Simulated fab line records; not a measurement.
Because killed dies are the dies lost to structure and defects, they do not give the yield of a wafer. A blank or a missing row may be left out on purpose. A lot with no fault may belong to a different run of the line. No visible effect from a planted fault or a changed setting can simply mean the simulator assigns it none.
fab line records	flow nandHarc
record: lots: 5	wafers: 15	lastDay: 23
route steps=1159 shown P_ZERO_WELL@14
lots that met no fault: from a run of the same line without faults
startH: start of the lot's first displayed wafer, in hours after the record's first day	waitH: hours from the lot's prior step to this one	" unchanged from the row above	L1.1+2: a row that stands for several wafers	- either no value or no given start	* or withheld: withheld	< > ~ a bound
route shown NAME@n: names a module that has steps shown in the file, with the first one's number in the route	usual: average and standard deviation across the fault-free wafers	same: alike in all rows	chamber/n: place in a boat	sites: each site's reading	_std_site: the values' standard deviation	_edge_site: outer sites' mean less inner sites'	radiusMm: how far each site lies from the wafer's centre	mask NAME#n: copy n	behind: tool/chamber where the wafer was last shaped	hold: the reason the lot was held/the length of the hold in hours/how it ended	device: transistor that didn't switch, given as n, p or np	end of line: tests run on the same wafers once the route is complete	for a step that has no rows: nothing shown but its recipe	killed: not the wafer's yield, but the dies lost to structure and defects at the first sort	map: dies across one wafer; x = killed, . = not, _ = none there
set.NAME: setting as actually run; set.NAME@STEP: the setting as run at that earlier step	model.NAME: the simulator's own value behind a step, which no gauge read
lots seen at some steps along the route; tables by step, rows by wafer
services: when a tool's chamber went out of use (startH, in hours from the record's first day, below 0 if earlier), for how many hours, and the reason
== steps ==
step: NHARC_P_ZERO_WELL_CD_MEAS_11
recipe: targetCdNm: 500	landingEnergyEv: 500
usual: cdNm: 499.1/1.8
lot.wafer	tool	chamber	startH	waitH	cdNm
L515.2	cdSem-02	0	19.16	-	499.1
L515.3	"	0	"	"	500.5
L515.6	"	0	"	"	498.3
L516.1	cdSem-02	0	25.91	-	499.6
L516.4	"	0	"	"	499.3
L516.6	"	0	"	"	500.4
L526.1	cdSem-01	0	85.26	-	498.2
L526.2	"	0	"	"	500.3
L526.6	"	0	"	"	499.8
L534.2	cdSem-03	0	133.12	-	498.3
L534.3	"	0	"	"	499.9
L534.5	"	0	"	"	497.7
L535.1	cdSem-01	0	139.11	-	497.3
L535.2	"	0	"	"	498.1
L535.4	"	0	"	"	497.3
step: NHARC_P_ZERO_WELL_HARDBAKE_12
recipe: tempC: 118	timeS: 65
step: NHARC_P_ZERO_WELL_DESCUM_13
recipe: timeS: 3	o2FlowSccm: 200	arFlowSccm: 0	biasPowerW: 0	chemistry: O2
usual: drypumpMotorCurrentA: 5.6/0.34	oesProductAu: 1.000/0.0095	rfVppV: 57.9/0.95	showerheadPlenumPTorr: 1.95/0.091	throttleValvePct: 11.309/0.0093
lot.wafer	tool	chamber	startH	waitH	drypumpMotorCurrentA	oesProductAu	rfHoursCounterH	rfVppV	showerheadPlenumPTorr	throttleValvePct
L515.3	rieDiel-10	1	19.31	-	5.3	0.990	0.5	58.7	1.95	11.307
L515.2	"	2	"	"	5.6	0.991	0.8	58.3	2.06	11.323
L515.6	"	1	"	"	5.3	1.012	-	57.0	1.95	11.315
L516.1	rieDiel-10	0	26.08	-	5.4	1.005	1.1	59.7	1.84	11.314
L516.4	"	2	"	"	5.6	0.994	1.2	58.9	2.06	11.316
L516.6	"	3	"	"	6.3	1.000	-	58.2	1.85	11.307
L526.1	rieDiel-03	0	85.43	-	5.8	1.004	2.5	58.5	2.03	11.301
L526.2	"	1	"	"	6.0	0.984	2.6	58.3	2.01	11.290
L526.6	"	3	"	"	6.0	1.000	-	57.2	1.79	11.314
L534.3	rieDiel-09	3	133.29	-	5.5	1.009	2.7	57.8	2.06	11.304
L534.2	"	1	"	"	5.9	0.988	2.4	58.7	1.95	11.295
L534.5	"	3	"	"	5.6	1.008	-	60.2	2.06	11.315
L535.2	rieDiel-09	3	139.27	-	5.5	1.005	3.2	58.6	2.06	11.322
L535.1	"	0	"	"	5.3	0.986	3.5	56.3	2.00	11.299
L535.4	"	1	"	"	5.9	0.985	2.8	56.5	1.95	11.305
step: NHARC_P_ZERO_WELL_ETCH_65
recipe: targetDepthA: 800	overetchA: 240	timeS: 87.88	ionEnergyEv: 200	n2FlowSccm: 150	h2FlowSccm: 150	arFlowSccm: 0	rfW: 400	biasW: 150	chemistry: N2/H2
usual: drypumpMotorCurrentA: 5.6/0.34	n2FlowSccm: 150.0/0.42	oesProductAu: 0.999/0.0089	rfVppV: 431.6/2.9	showerheadPlenumPTorr: 2.08/0.098	throttleValvePct: 14.170/0.0088
lot.wafer	tool	chamber	startH	waitH	drypumpMotorCurrentA	n2FlowSccm	oesProductAu	rfHoursCounterH	rfVppV	showerheadPlenumPTorr	throttleValvePct
L515.3	rieDiel-10	2	19.40	0.1	5.6	150.0	0.994	0.8	434.6	2.20	14.181
L515.2	"	3	"	"	6.3	150.5	1.008	0.8	428.7	1.97	14.173
L515.6	"	3	"	"	6.2	150.0	1.007	-	428.1	1.97	14.163
L516.1	rieDiel-10	3	26.17	0.1	6.2	149.8	1.005	1.5	430.4	1.97	14.154
L516.4	"	1	"	"	5.3	150.6	1.006	1.1	430.8	2.08	14.163
L516.6	"	3	"	"	6.2	149.7	0.998	-	428.2	1.97	14.171
L526.1	rieDiel-03	1	85.50	0.1	6.0	150.1	0.992	2.6	434.1	2.15	14.164
L526.2	"	0	"	"	5.8	150.2	1.015	2.6	433.5	2.17	14.179
L526.6	"	1	"	"	6.0	150.1	0.990	-	432.1	2.15	14.161
L534.3	rieDiel-09	1	133.36	0.1	5.9	149.7	0.994	2.4	429.6	2.08	14.176
L534.2	"	0	"	"	5.3	150.6	1.003	3.2	435.1	2.14	14.162
L534.5	"	1	"	"	5.9	149.9	0.985	-	430.5	2.08	14.194
L535.2	rieDiel-09	0	139.35	0.1	5.3	151.1	0.991	3.6	433.5	2.14	14.185
L535.4	"	2	"	"	5.0	149.6	1.005	2.6	432.4	2.09	14.174
L535.1	"	3	"	"	5.6	149.9	0.999	3.3	434.0	2.20	14.160
step: NHARC_P_ZERO_WELL_ETCH_62
recipe: targetDepthA: 130	timeS: 6.5	chf3FlowSccm: 50	arFlowSccm: 200	rfW: 500	biasW: 200	chemistry: CHF3/Ar
usual: chf3FlowSccm: 49.96/0.16	drypumpMotorCurrentA: 5.6/0.33	oesProductAu: 0.960/0.018	rfVppV: 371.4/2.4	showerheadPlenumPTorr: 2.38/0.1	throttleValvePct: 20.217/0.0081
lot.wafer	tool	chamber	startH	waitH	chf3FlowSccm	drypumpMotorCurrentA	oesProductAu	rfHoursCounterH	rfVppV	showerheadPlenumPTorr	throttleValvePct
L515.3	rieDiel-10	1	-	-	49.77	5.3	0.963	0.6	371.7	2.38	20.211
L515.2	"	3	"	"	50.18	6.2	0.976	0.8	369.0	2.27	20.204
L515.6	"	0	"	"	49.83	5.4	0.966	-	369.0	2.26	20.211
L516.1	rieDiel-10	0	-	-	49.62	5.4	0.966	1.2	368.1	2.26	20.218
L516.4	"	2	"	"	49.78	5.6	0.972	1.3	373.6	2.52	20.217
L516.6	"	1	"	"	49.81	5.2	0.980	-	370.9	2.38	20.219
L526.2	rieDiel-03	2	-	-	49.68	5.5	0.971	2.4	369.1	2.26	20.217
L526.1	"	0	"	"	49.96	5.8	0.993	2.6	373.7	2.49	20.214
L526.6	"	2	"	"	49.80	5.5	0.974	-	369.1	2.26	20.217
L534.2	rieDiel-09	1	-	-	49.98	5.9	0.962	2.5	372.4	2.39	20.207
L534.3	"	2	"	"	50.04	5.0	0.960	2.1	372.4	2.40	20.229
L534.5	"	0	"	"	49.83	5.3	0.969	-	371.5	2.45	20.215
L535.1	rieDiel-09	2	-	-	50.06	5.0	0.966	2.7	372.3	2.40	20.218
L535.2	"	3	"	"	49.82	5.6	0.950	3.3	373.9	2.51	20.227
L535.4	"	0	"	"	50.13	5.3	0.950	3.6	372.6	2.45	20.222
step: NHARC_P_ZERO_WELL_ETCH_63
recipe: targetDepthA: 1200	timeS: 40.1	hbrFlowSccm: 150	cl2FlowSccm: 50	rfW: 400	icpW: 400	biasW: 100	chemistry: HBr/Cl2
usual: drypumpMotorCurrentA: 5.7/0.52	oesProductAu: 0.999/0.0095	throttleValvePct: 26.404/0.0093
lot.wafer	tool	chamber	startH	waitH	drypumpMotorCurrentA	oesProductAu	rfHoursCounterH	throttleValvePct
L515.3	rieSi-04	0	19.60	-	5.5	1.004	0.8	26.405
L515.2	"	1	"	"	5.9	1.005	0.8	26.404
L515.6	"	3	"	"	6.0	1.000	-	26.387
L516.4	rieSi-04	3	26.33	-	6.0	1.006	0.8	26.401
L516.1	"	2	"	"	5.2	1.003	0.8	26.402
L516.6	"	3	"	"	6.0	0.995	-	26.413
L526.1	rieSi-01	1	85.67	-	6.1	0.997	1.0	26.418
L526.2	"	3	"	"	5.2	0.972	0.8	26.395
L526.6	"	1	"	"	6.1	1.001	-	26.401
L534.3	rieSi-04	3	133.54	-	6.0	1.009	0.3	26.397
L534.2	"	2	"	"	5.1	0.996	0.2	26.411
L534.5	"	0	"	"	5.5	0.991	-	26.398
L535.4	rieSi-03	3	139.54	-	5.8	0.989	1.5	26.404
L535.1	"	0	"	"	5.8	1.006	1.7	26.393
L535.2	"	1	"	"	4.7	0.994	1.6	26.411
step: NHARC_P_ZERO_WELL_STRIP_15
recipe: timeS: 900	tempC: 130	chemistry: SPM
step: NHARC_P_ZERO_WELL_DEHYDRATE_16
recipe: tempC: 150	timeS: 120
step: NHARC_P_ZERO_WELL_HMDS_17
recipe: timeS: 30
step: NHARC_P_ZERO_WELL_COAT_18
recipe: spinRpm: withheld
step: NHARC_P_ZERO_WELL_SOFTBAKE_19
recipe: tempC: 122	timeS: 95
step: NHARC_P_ZERO_WELL_EBR_20
step: NHARC_P_ZERO_WELL_EXPOSE_21
recipe: na: 0.6	targetCdNm: 720	doseMj: 22.31	maskId: P_NWELL
usual: reticleTempC: 23.01/0.11
lot.wafer	tool	chamber	startH	waitH	mask	reticleTempC
L515.2	krfScanner-03	0	20.23	-	P_NWELL#0	23.02
L515.3	"	0	"	"	P_NWELL#0	22.93
L515.6	"	0	"	"	P_NWELL#0	22.99
L516.1	krfScanner-02	0	27.11	-	P_NWELL_R1#0	23.12
L516.4	"	0	"	"	P_NWELL_R1#0	23.11
L516.6	"	0	"	"	P_NWELL_R1#0	23.25
L526.1	krfScanner-02	0	86.44	-	P_NWELL#0	23.16
L526.2	"	0	"	"	P_NWELL#0	22.92
L526.6	"	0	"	"	P_NWELL#0	22.90
L534.2	krfScanner-03	0	134.19	-	P_NWELL#0	23.07
L534.3	"	0	"	"	P_NWELL#0	23.05
L534.5	"	0	"	"	P_NWELL#0	23.22
L535.1	krfScanner-04	0	140.30	-	P_NWELL#0	22.82
L535.2	"	0	"	"	P_NWELL#0	22.78
L535.4	"	0	"	"	P_NWELL#0	22.72
step: NHARC_P_ZERO_WELL_PEB_22
recipe: pebTempC: 118	pebTimeS: 85
step: NHARC_P_ZERO_WELL_DEVELOP_23
recipe: timeS: 70
step: NHARC_P_ZERO_WELL_CD_MEAS_24
recipe: targetCdNm: 720	landingEnergyEv: 500
usual: cdNm: 720.4/1.5
lot.wafer	tool	chamber	startH	waitH	cdNm
L515.2	cdSem-01	0	20.38	-	719.3
L515.3	"	0	"	"	720.7
L515.6	"	0	"	"	722.1
L516.1	cdSem-03	0	27.27	-	674.7
L516.4	"	0	"	"	677.3
L516.6	"	0	"	"	676.0
L526.1	cdSem-01	0	86.60	-	720.4
L526.2	"	0	"	"	721.9
L526.6	"	0	"	"	722.1
L534.2	cdSem-02	0	134.34	-	718.7
L534.3	"	0	"	"	719.3
L534.5	"	0	"	"	719.7
L535.1	cdSem-03	0	140.45	-	719.9
L535.2	"	0	"	"	721.4
L535.4	"	0	"	"	720.2
step: NHARC_P_ZERO_WELL_HARDBAKE_25
recipe: tempC: 125	timeS: 80
step: NHARC_P_ZERO_WELL_DESCUM_26
recipe: timeS: 3	o2FlowSccm: 200	arFlowSccm: 0	biasPowerW: 0	chemistry: O2
usual: drypumpMotorCurrentA: 5.5/0.31	oesProductAu: 0.998/0.0093	rfVppV: 58.0/0.9	showerheadPlenumPTorr: 1.96/0.087	throttleValvePct: 11.312/0.0081
lot.wafer	tool	chamber	startH	waitH	drypumpMotorCurrentA	oesProductAu	rfHoursCounterH	rfVppV	showerheadPlenumPTorr	throttleValvePct	model.P_ZERO_WELL.cdNm
L515.2	rieDiel-03	0	20.56	-	5.8	1.014	8.7	57.9	2.04	11.316	719.2
L515.3	"	2	"	"	5.5	1.008	7.4	57.2	1.85	11.308	719.9
L515.6	"	0	"	"	5.8	1.015	-	57.9	2.04	11.304	723
L516.1	rieDiel-03	3	27.43	-	6.0	1.004	7.5	58.1	1.79	11.327	674.9
L516.4	"	1	"	"	6.0	1.006	8.7	58.3	2.01	11.311	678
L516.6	"	3	"	"	6.0	0.995	-	56.4	1.79	11.324	675.9
L526.2	rieDiel-09	0	86.76	-	5.2	0.992	0	57.0	2.01	11.320	722.5
L526.1	"	2	"	"	5.0	0.983	0	58.4	1.96	11.313	720.4
L526.6	"	0	"	"	5.3	0.992	-	58.0	2.01	11.316	722.5
L534.3	rieDiel-03	2	134.50	-	5.5	1.008	6.0	57.1	1.84	11.311	718.6
L534.2	"	1	"	"	6.0	0.998	6.2	57.6	2.01	11.309	719.1
L534.5	"	3	"	"	6.0	1.002	-	57.8	1.79	11.315	720.5
L535.2	rieDiel-09	3	140.61	-	5.6	1.009	3.3	59.4	2.06	11.328	722.1
L535.1	"	1	"	"	5.9	0.984	2.8	56.0	1.95	11.297	720
L535.4	"	2	"	"	5.0	1.002	2.7	59.5	1.96	11.305	720.5
step: NHARC_P_ZERO_WELL_IMPLANT_27
recipe: energyKev: 600	doseCm2: 1e+13	tiltDeg: 7
== services ==
tool	chamber	startH	hours	kind
krfScanner-03	-	-4.00	4.0	pm
rieDiel-10	-	-0.50	9.0	pm
krfScanner-03	-	1.21	0.3	repair
rieSi-04	0	2.36	5.6	repair
rieSi-01	1	11.23	9.3	repair
rieDiel-10	0	14.67	3.9	repair
rieDiel-09	1	23.58	17.4	repair
rieSi-04	1	28.82	2.8	repair
krfScanner-02	-	38.00	4.0	pm
rieDiel-03	-	38.30	9.0	pm
krfScanner-03	-	40.05	1.0	repair
rieDiel-09	1	41.91	1.5	repair
rieDiel-10	3	43.85	45.1	repair
krfScanner-04	-	46.18	2.9	repair
rieDiel-09	2	54.03	15.6	repair
rieDiel-09	-	77.10	9.0	pm
rieSi-04	-	99.00	9.0	pm
rieDiel-09	1	105.86	5.1	repair
rieDiel-10	1	113.22	1.4	repair
rieDiel-09	2	114.18	5.9	repair
rieDiel-10	3	119.27	11.2	repair
krfScanner-02	-	122.45	0.2	repair
rieDiel-03	3	135.09	13.8	repair
krfScanner-02	-	140.08	1.2	repair
== key ==
firstSign: step: NHARC_P_ZERO_WELL_EXPOSE_21	reading: mask	direction: changed
effect: step: NHARC_P_ZERO_WELL_CD_MEAS_24	reading: cdNm	direction: down	sigmas: 29	usual: 720.4	struck: 676.0
modelEffect: step: NHARC_P_ZERO_WELL_DESCUM_26	value: P_ZERO_WELL.cdNm	without: 722.6	struck: 676.3
metAt NHARC_P_ZERO_WELL_EXPOSE_21
struckWafers L516.1,L516.4,L516.6
testerLeftOut L516
fault: kind: wrongMask	tool: any	chamber: -	onsetH: 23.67	steps: NHARC_P_ZERO_WELL_EXPOSE_21	auxCopy: P_NWELL_R1#0	cdOffsetNm: -46.307	scope: struckLotsOnly
testerLeftOut: of these lots the tester's yield and bins aren't shown, on N5 and GAA mostly nor the transistor test; their killed dies are dies lost to structure and defects alone, not to doping, threshold or leakage, so they don't give the yield
